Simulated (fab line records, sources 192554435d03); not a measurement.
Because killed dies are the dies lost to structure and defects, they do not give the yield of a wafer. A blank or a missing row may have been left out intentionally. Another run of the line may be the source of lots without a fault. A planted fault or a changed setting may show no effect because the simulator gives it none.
Which tool was responsible?	flow n5Finfet	12 lots, 36 wafers sampled, at 1 step of a route of 1938

## WHAT THE GAUGES READ, wafer by wafer
N5_HKMG_FIN_OVL_MEAS_13.
lot	measured	on	NWFM_OVL (nm)
L075	day 4 08:56	overlay-02	0.2 -0.1 -0.5
L077	day 4 20:56	overlay-02	-2.1 -0.9 -1.3
L079	day 5 08:56	overlay-01	-0.3 -1.1 -1.0
L081	day 5 21:18	overlay-02	-0.5 -0.3 0.3
L083	day 6 06:50	overlay-02	-1.4 -0.3 0.3
L085	day 6 20:01	overlay-01	-0.4 -0.2 -0.3
L087	day 7 09:10	overlay-01	-1.0 -0.4 -0.4
L089	day 7 20:56	overlay-02	-2.1 -1.4 -0.3
L091	day 8 06:59	overlay-02	0.6 0.3 1.1
L093	day 8 19:28	overlay-02	0.3 1.1 0.1
L095	day 9 08:22	overlay-01	0.2 -1.0 -1.3
L097	day 9 21:43	overlay-02	-0.2 -0.2 -0.7

## WHICH TOOL RAN EACH LOT (tool, then ch and the chambers of the sampled wafers, then the start)
The record holds no process step before these readings.

## THE ANSWER, worked out from the rows above alone
Rule: the lots themselves supply what counts as usual. Put in order of their means at a reading, lots are off if they are a third of the lots or fewer, leave a main group of 4 or more, and stand apart from it by a gap of 3 or more times the standard deviation of the main group's means; of several such gaps the widest counts. If all means in a main group match to the digits the tables above print for the reading, that group is not used. Also off: a lot with no number at a reading for which 4 or more lots have one. The other lots that the step has rows for count as sound.
No lot is off on any of the readings shown, so nothing can be concluded from this.

## WHAT HAD BEEN PUT IN BY THE SIMULATOR
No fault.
